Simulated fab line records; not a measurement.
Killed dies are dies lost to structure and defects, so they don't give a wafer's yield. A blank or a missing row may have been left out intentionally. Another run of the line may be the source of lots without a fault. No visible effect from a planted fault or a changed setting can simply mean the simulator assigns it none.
Matching of chambers + flow n5Finfet + N5_HKMG_FIN_ALD_91 on aldMetal-04: 4 sister chambers
The step deposits TiN, target thk 1 nm, pulse time 1 s, purge time 3 s. 7 wafers are shown with their chamber, then 8 later ones without.

## WAFERS WITH THEIR CHAMBER
| wafer  | chamber | heaterPowerW (W) | precursorPulseHeightRel |
|--------|---------|------------------|-------------------------|
| L084.3 | 3       | 800              | 1.026                   |
| L085.3 | 0       | 962              | 1.016                   |
| L086.2 | 0       | 963              | 0.981                   |
| L090.2 | 1       | 885              | 0.984                   |
| L090.5 | 2       | 1096             | 0.975                   |
| L090.6 | 1       | 881              | 0.986                   |
| L092.1 | 2       | 1135             | 0.973                   |

## WAFERS WHOSE CHAMBER IS MISSING
| wafer  | heaterPowerW (W) | precursorPulseHeightRel |
|--------|------------------|-------------------------|
| L092.4 | 807              | 0.988                   |
| L092.6 | 810              | 0.999                   |
| L094.1 | 814              | 1.030                   |
| L094.2 | 877              | 1.015                   |
| L094.6 | 806              | 0.980                   |
| L097.1 | 947              | 0.994                   |
| L097.2 | 862              | 0.993                   |
| L097.5 | 865              | 1.030                   |

## THE CHAMBER EACH PASSED THROUGH
| wafer  | from the rows above     | in truth |
|--------|-------------------------|----------|
| L092.4 | 3                       | 3        |
| L092.6 | 3                       | 3        |
| L094.1 | 3                       | 3        |
| L094.2 | 1                       | 1        |
| L094.6 | can't be placed: 3 or 1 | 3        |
| L097.1 | 0                       | 0        |
| L097.2 | 1                       | 1        |
| L097.5 | can't be placed: 1 or 3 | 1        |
6 of 8 placed correctly. Not placeable from these rows: 2 (in 2, the candidates include the true chamber). Wrongly placed: 0.
How it was worked out, from the rows above alone: a wafer's distance from a chamber is the root of the sum, over the readings, of the square of ((its reading less the chamber's mean) divided by the reading's scatter). The wafer belongs to the nearest chamber; if the next one is less than 2 further off, it can't be placed. For every chamber, the mean is computed from those of its wafers that are shown. The scatter: take each reading less its chamber's mean, square it, sum over the shown wafers, divide by the number of wafers less the number of chambers, and take the root.
